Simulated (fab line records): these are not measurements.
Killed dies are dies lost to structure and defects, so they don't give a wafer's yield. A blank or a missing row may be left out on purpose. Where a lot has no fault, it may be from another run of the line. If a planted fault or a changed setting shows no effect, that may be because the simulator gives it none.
fab line records | flow nand-harc
[record] lots = 14 wafers = 39 last-day = 24
route steps=1159 shown P_BONDPAD@370 A_ONON_D1@432 END@1159
lots that met no fault: from a run of the same line without faults
start-h: hours from the record's first day to the start of the lot's first wafer shown | wait-h: time in hours since the lot's previous step | " identical to the entry in the row above | L1.1+2: a single row standing in for several wafers | - no value, or no start given | * or withheld: withheld | < > ~ a bound
route shown NAME@n: NAME is a module with steps in the file, n the number in the route of the first one | usual: the fault-free wafers' mean and standard deviation | same: alike in all rows | chamber/n: place in a boat | sites: each site's reading | _std_site: their standard deviation | _edge_site: inner sites' mean taken away from outer sites' mean | radius-mm: for every site, how far away it sits from the centre of the wafer | mask NAME#n: copy n | behind: tool/chamber where the wafer was last shaped | hold: cause of the lot's hold/its duration in hours/its outcome | device: which transistor (n, p or np) failed to switch | end of line: tests of these same wafers at the route's end | step lacking rows: just its recipe | killed: the dies lost at the first sort to structure and to defects; this is not the yield of the wafer | map: per-die view of a wafer (x killed, . not killed, _ where there is no die)
set.NAME: the setting that was run; set.NAME@STEP: the one run at that earlier step | model.NAME: the simulator's own value behind a step, which no gauge read
steps of the route over a sample of lots; a table a step, a row a wafer
services: from which hour (start-h, from the record's first day; less than 0 if before it) a tool's chamber was out of use, for how many hours, and why
[[steps]]
[step NHARC_P_BONDPAD_CD_MEAS_13]
[usual] cd-nm = 499.2/1.6
// columns lot.wafer tool chamber start-h wait-h cd-nm
L651.2 cd-sem-02 - 132.63 - 497.5
L651.3 " - " " 497.0
L651.6 " - " " 496.4
L655.3 cd-sem-03 - 153.22 - 499.8
L655.4 " - " " 499.7
L655.5 " - " " 499.6
L654.3 cd-sem-02 - 157.71 - 500.7
L654.5 " - " " 500.3
L654.6 " - " " 501.7
L657.1 cd-sem-01 - 158.71 - 496.5
L657.5 " - " " 495.0
L657.6 " - " " 496.9
L658.1 cd-sem-01 - 170.26 - 499.5
L658.2 " - " " 498.5
L658.6 " - " " 497.6
L660.2 cd-sem-01 - 179.97 - 499.9
L660.3 " - " " 497.0
L660.4 " - " " 498.7
L659.2 cd-sem-03 - 185.25 - 500.2
L659.4 " - " " 500.2
L659.6 " - " " 501.2
L661.1 cd-sem-02 - 194.64 - 501.7
L661.5 " - " " 497.3
L661.6 " - " " 501.3
L664.2 cd-sem-03 - 207.61 - 499.2
L664.3 " - " " 497.8
L662.1 cd-sem-03 - 208.13 - 497.4
L662.3 " - " " 497.1
L663.2 cd-sem-01 - 209.16 - 498.0
L663.3 " - " " 501.1
L663.5 " - " " 500.6
L670.2 cd-sem-02 - 236.78 - 499.2
L670.3 " - " " 498.5
L670.6 " - " " 500.0
L669.1 cd-sem-03 - 237.00 - 499.3
L669.4 " - " " 501.5
L673.1 cd-sem-03 - 254.96 - 499.5
L673.2 " - " " 500.6
L673.3 " - " " 499.5
[step NHARC_P_BONDPAD_STRIP_15]
[recipe] o2-flow-sccm = 500 ar-flow-sccm = 0 bias-w = 0 chemistry = O2
[usual] drypump-motor-current-A = 5.6/0.51 oes-product-au = 1.000/0.0067 rf-vpp-V = 58.0/0.97 showerhead-plenum-p-Torr = 3.63/0.13 throttle-valve-pct = 17.035/0.0091
// columns lot.wafer tool chamber start-h wait-h drypump-motor-current-A oes-product-au rf-hours-counter-h rf-vpp-V showerhead-plenum-p-Torr throttle-valve-pct
L651.3 rie-diel-04 1 132.72 0.1 5.3 0.998 1 58.3 3.76 17.025
L651.2 " 2 " " 5.3 0.998 1 57.8 3.55 17.043
L651.6 " 0 " " 5.4 0.998 - 57.9 3.74 17.038
L655.4 rie-diel-04 3 153.31 0.1 6.5 1.003 4 58.6 3.56 17.045
L655.3 " 1 " " 5.3 0.993 3 58.4 3.76 17.029
L655.5 " 3 " " 6.5 1.004 - 57.6 3.56 17.041
L654.3 rie-diel-04 1 157.81 0.1 5.3 0.998 3 57.6 3.76 17.034
L654.5 " 3 " " 6.5 1.008 - 59.3 3.56 17.034
L654.6 " 0 " " 5.3 1.002 - 57.2 3.74 17.040
L657.1 rie-diel-04 3 158.82 0.1 6.5 0.995 4 57.2 3.56 17.035
L657.5 " 1 " " 5.3 0.998 - 58.1 3.76 17.032
L657.6 " 2 " " 5.3 1.004 - 57.1 3.54 17.039
L658.2 rie-diel-04 0 170.34 0.1 5.4 0.989 5 59.7 3.73 17.031
L658.1 " 2 " " 5.3 0.990 6 57.0 3.54 17.036
L658.6 " 1 " " 5.3 0.984 - 58.0 3.76 17.041
L660.2 rie-diel-04 1 180.04 0.1 5.3 1.006 6 58.6 3.76 17.037
L660.3 " 2 " " 5.3 0.998 7 59.3 3.54 17.038
L660.4 " 0 " " 5.4 1.004 7 59.9 3.73 17.043
L659.4 rie-diel-04 2 185.32 0.1 5.3 0.990 8 58.0 3.54 17.028
L659.2 " 0 " " 5.4 0.991 7 57.3 3.73 17.052
L659.6 " 2 " " 5.3 0.995 - 58.4 3.54 17.035
L661.1 rie-diel-04 2 194.77 0.1 5.3 0.996 8 57.0 3.54 17.037
L661.6 " 3 " " 6.5 0.992 - 57.6 3.56 17.051
L661.5 " 0 " " 5.4 0.999 - 56.8 3.73 17.045
L664.2 rie-diel-04 0 207.71 0.1 5.4 0.986 9 58.3 3.73 17.034
L664.3 " 3 " " 6.5 1.005 9 57.0 3.56 17.048
L662.1 rie-diel-04 3 208.22 0.1 6.5 1.010 10 58.6 3.56 17.032
L662.3 " 1 " " 5.3 1.005 9 58.0 3.75 17.037
L663.2 rie-diel-04 2 209.26 0.1 5.3 1.006 10 59.9 3.54 17.021
L663.3 " 3 " " 6.5 1.003 10 57.5 3.56 17.029
L663.5 " 1 " " 5.3 1.000 - 58.5 3.75 17.034
L670.2 rie-diel-04 3 236.88 0.1 6.5 0.997 13 57.5 3.56 17.027
L670.3 " 0 " " 5.3 1.003 12 60.1 3.73 17.032
L670.6 " 2 " " 5.3 0.992 - 58.7 3.54 17.048
L669.1 rie-diel-12 0 237.09 0.1 5.6 1.001 10 59.4 3.80 17.040
L669.4 " 2 " " 4.8 1.001 8 56.6 3.31 17.037
L673.2 rie-diel-04 0 255.04 0.1 5.3 1.001 14 59.7 3.73 17.036
L673.1 " 1 " " 5.3 1.003 13 58.9 3.75 17.016
L673.3 " 2 " " 5.3 1.005 14 57.7 3.54 17.027
[step NHARC_P_BONDPAD_PRE_CLEAN_26]
[recipe] time-s = 30 temp-c = 280 gas = H2/He
[usual] heater-power-w = 402/36
// columns lot.wafer tool chamber start-h wait-h heater-power-w
L651.3 pvd-sputter-01 - - - 364
L651.2 " - " " 469
L651.6 " - " " 398
L655.3 pvd-sputter-03 - - - 378
L655.4 " - " " 511
L655.5 " - " " 402
L654.3 pvd-sputter-02 - - - 391
L654.6 " - " " 397
L654.5 " - " " 380
L657.1 pvd-sputter-02 - - - 389
L657.6 " - " " 399
L657.5 " - " " 392
L658.2 pvd-sputter-01 - - - 461
L658.1 " - " " 380
L658.6 " - " " 391
L660.3 pvd-sputter-03 - - - 391
L660.4 " - " " 375
L660.2 " - " " 504
L659.4 pvd-sputter-03 - - - 523
L659.2 " - " " 392
L659.6 " - " " 510
L661.1 pvd-sputter-02 - - - 403
L661.6 " - " " 383
L661.5 " - " " 395
L664.2 pvd-sputter-01 - - - 377
L664.3 " - " " 384
L662.1 pvd-sputter-02 - - - 404
L662.3 " - " " 403
L663.3 pvd-sputter-02 - - - 404
L663.2 " - " " 379
L663.5 " - " " 384
L670.2 pvd-sputter-01 - - - 384
L670.3 " - " " 372
L670.6 " - " " 460
L669.4 pvd-sputter-03 - - - 510
L669.1 " - " " 389
L673.1 pvd-sputter-02 - - - 396
L673.2 " - " " 397
L673.3 " - " " 385
[step NHARC_A_ONON_D1_DEP_12]
[recipe] target-thk-a = 10000 n2-flow-sccm = 2750 n2o-flow-sccm = 2000 nh3-flow-sccm = 500 sih4-flow-sccm = 210 temp-c = 400
[usual] n2-flow-sccm = 2750/8.7
// columns lot.wafer tool chamber start-h wait-h n2-flow-sccm
L651.2 pecvd-onon-04 0 167.16 0.1 2750
L651.3 " 0 " " 2757
L651.6 " 0 " " 2762
L657.1 pecvd-onon-03 0 183.80 0.2 2733
L657.5 " 0 " " 2741
L657.6 " 0 " " 2747
L655.3 pecvd-onon-02 0 184.00 0.2 2729
L655.4 " 0 " " 2741
L655.5 " 0 " " 2727
L654.3 pecvd-onon-04 0 184.14 0.2 2757
L654.5 " 0 " " 2769
L654.6 " 0 " " 2762
L658.1 pecvd-onon-03 0 198.84 0.1 2758
L658.2 " 0 " " 2762
L658.6 " 0 " " 2757
L660.2 pecvd-onon-02 0 208.36 0.1 2745
L660.3 " 0 " " 2748
L660.4 " 0 " " 2748
L659.2 pecvd-onon-03 0 213.21 0.1 2758
L659.4 " 0 " " 2749
L659.6 " 0 " " 2745
L661.1 pecvd-onon-03 0 225.37 0.1 2751
L661.5 " 0 " " 2765
L661.6 " 0 " " 2765
L664.2 pecvd-onon-03 0 237.16 0.1 2748
L664.3 " 0 " " 2746
L663.2 pecvd-onon-02 0 237.18 0.1 2757
L663.3 " 0 " " 2760
L663.5 " 0 " " 2762
L662.1 pecvd-onon-03 0 237.45 0.3 2755
L662.3 " 0 " " 2766
L670.2 pecvd-onon-04 0 264.87 0.1 2736
L670.3 " 0 " " 2751
L670.6 " 0 " " 2763
L669.1 pecvd-onon-03 0 264.95 0.1 2748
L669.4 " 0 " " 2745
L673.1 pecvd-onon-04 0 282.47 0.1 2749
L673.2 " 0 " " 2768
L673.3 " 0 " " 2744
[step NHARC_A_ONON_D1_THK_MEAS_14]
[recipe] thk-meas-gauge = ellipsometry
[usual] thk-nm = 999/8.9
// columns lot.wafer tool chamber start-h wait-h thk-nm
L651.2 film-metro-02 - 167.62 - 1002
L651.3 " - " " 1001
L651.6 " - " " 1003
L657.1 film-metro-01 - 184.31 - 992
L657.5 " - " " 993
L657.6 " - " " 992
L655.3 film-metro-02 - 184.40 - 987
L655.4 " - " " 988
L655.5 " - " " 988
L654.3 film-metro-01 - 184.54 - 1012
L654.5 " - " " 1012
L654.6 " - " " 1014
L658.1 film-metro-02 - 199.35 - 1013
L658.2 " - " " 1012
L658.6 " - " " 1012
L660.2 film-metro-01 - 208.82 - 1007
L660.3 " - " " 1006
L660.4 " - " " 1007
L659.2 film-metro-01 - 213.66 - 993
L659.4 " - " " 994
L659.6 " - " " 993
L661.1 film-metro-01 - 225.89 - 993
L661.5 " - " " 993
L661.6 " - " " 993
L664.2 film-metro-01 - 237.61 - 996
L664.3 " - " " 632
L663.2 film-metro-02 - 237.64 - 1012
L663.3 " - " " 1011
L663.5 " - " " 1011
L662.1 film-metro-02 - 237.97 - 1007
L662.3 " - " " 640
L670.2 film-metro-02 - 265.33 - 995
L670.3 " - " " 995
L670.6 " - " " 993
L669.1 film-metro-01 - 265.46 - 990
L669.4 " - " " 626
L673.1 film-metro-01 - 282.98 - 995
L673.2 " - " " 995
L673.3 " - " " 997
[step NHARC_END_SORT_01]
[recipe] temp-c = 25
[usual] killed-at-array = 24/7.4 killed-at-other = 0.5/0.81 killed-at-periphery = 3.4/2.3 killed-dies = 28/8 killed-open = 3.4/1.8 killed-short = 2.0/1.4
[same] gross-dies = 677
// columns lot.wafer tool chamber start-h wait-h killed-at-array killed-at-other killed-at-periphery killed-dies killed-open killed-short
L664.2 prober-01 0 517.97 2.8 24 0 7 31 5 2
L664.3 prober-01 0 518.77 3.1 675 0 2 677 6 2
L662.1 prober-02 0 524.86 2.5 15 1 0 16 3 1
L662.3 prober-02 0 526.46 3.1 674 1 2 677 4 4
L669.1 prober-02 0 555.78 2.5 15 1 6 22 2 2
L669.4 prober-02 0 558.21 3.4 671 3 3 677 3 2
// killed by level:class
L664.2 A_CHANNEL_HOLE_D1:chamber-film-flake=8 A_CONTACT:chamber-film-flake=8 P_ZERO_WELL:chamber-film-flake=5 A_STAIRCASE:chamber-film-flake=3 P_CONTACT:geometric-particle:open=2 A_ONON_D1:geometric-particle:open=1 A_CHANNEL_FILL_D1:geometric-particle:short=1 A_WL_FILL:geometric-particle:open=1
L664.3 A_ONON_D1:area-dep=652 A_CHANNEL_HOLE_D1:chamber-film-flake=6 A_CONTACT:chamber-film-flake=6 A_STAIRCASE:chamber-film-flake=3 P_M0:geometric-particle:short=1 A_ONON_D1:geometric-particle:open=1 A_STAIRCASE:geometric-particle:open=1 A_CHANNEL_FILL_D1:geometric-particle:open=1
L662.1 A_CHANNEL_HOLE_D1:chamber-film-flake=6 A_STAIRCASE:chamber-film-flake=3 A_CONTACT:chamber-film-flake=3 A_M0:geometric-particle:open=2 A_CONTACT:geometric-particle:open=1 STARTING-WAFER:geometric-particle:short=1
L662.3 A_ONON_D1:area-dep=654 A_CHANNEL_HOLE_D1:chamber-film-flake=6 A_STAIRCASE:chamber-film-flake=6 A_ONON_D1:geometric-particle:short=2 A_ONON_D1:geometric-particle:open=2 P_STI:geometric-particle:short=1 A_WL_FILL:geometric-particle:open=1 A_M0:geometric-particle:short=1
L669.1 A_CHANNEL_HOLE_D1:chamber-film-flake=8 P_GATE:chamber-film-flake=5 A_CONTACT:chamber-film-flake=2 A_STAIRCASE:chamber-film-flake=2 P_M2:geometric-particle:open=1 A_ONON_D1:geometric-particle:open=1 A_ONON_D1:geometric-particle:short=1 A_SLIT:geometric-particle:short=1
L669.4 A_ONON_D1:area-dep=645 A_CHANNEL_HOLE_D1:chamber-film-flake=8 A_CONTACT:chamber-film-flake=6 A_STAIRCASE:chamber-film-flake=5 THIN_TSV:chamber-film-flake=3 P_GATE:chamber-film-flake=2 P_CONTACT:geometric-particle:open=1 A_ONON_D1:geometric-particle:open=1
[[services]]
// columns tool chamber start-h hours kind
pecvd-onon-02 - 111.38 13.0 pm
rie-diel-04 - 111.90 9.0 pm
rie-diel-04 0 111.90 9.0 vent-cycle
rie-diel-04 1 111.90 9.0 vent-cycle
rie-diel-04 2 111.90 9.0 vent-cycle
rie-diel-04 3 111.90 9.0 vent-cycle
rie-diel-12 0 116.79 6.0 repair
rie-diel-04 0 120.90 - clean
rie-diel-04 1 120.90 - clean
rie-diel-04 2 120.90 - clean
rie-diel-04 3 120.90 - clean
pvd-sputter-02 - 129.72 3.8 repair
rie-diel-04 0 145.40 - clean
rie-diel-04 1 145.40 - clean
rie-diel-04 2 145.40 - clean
pecvd-onon-03 - 153.16 13.0 pm
pvd-sputter-01 - 158.00 10.0 pm
rie-diel-04 1 164.15 6.1 repair
rie-diel-12 - 202.42 9.0 pm
pvd-sputter-03 - 202.88 5.0 repair
pvd-sputter-02 - 214.04 10.0 pm
pecvd-onon-04 - 237.01 13.0 pm
pecvd-onon-02 - 272.42 1.3 repair
pvd-sputter-03 - 280.00 10.0 pm
[[key]]
[first-sign] step = NHARC_A_ONON_D1_THK_MEAS_14 reading = thk-nm direction = down sigmas = 41 usual = 999 struck = 633
[effect] step = NHARC_END_SORT_01 reading = killed-at-array direction = up sigmas = 88 usual = 24 struck = 673
[more-kills-born-at] NHARC_A_ONON_D1_DEP_12@pecvd-onon-03 = 1951
met-at NHARC_A_ONON_D1_DEP_12
struck-lots L662,L664,L669
struck-wafers L662.3,L664.3,L669.4
later-rows-left-out L662.3,L664.3,L669.4
tester-left-out L662,L664,L669
not-acting-at NHARC_P_BONDPAD_CD_MEAS_13,NHARC_P_BONDPAD_STRIP_15,NHARC_P_BONDPAD_PRE_CLEAN_26
onset-between 225.37 237.16
[fault] kind = process-parameter-drift tool = pecvd-onon-03 chamber = - onset-h = 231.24 steps = NHARC_A_ONON_D1_DEP_12 channel = target-thk-a offset = * shape = step end-h = 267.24 scope = struck-wafers-only acts-in = * stated = *
// tester-left-out: of these lots the tester's yield and bins aren't shown, on N5 and GAA mostly nor the transistor test; their killed dies are dies lost to structure and defects alone, not to doping, threshold or leakage, so they don't give the yield
// later-rows-left-out: the simulator's readings of these wafers behind a module that went badly wrong aren't trusted and aren't shown, but for the sort
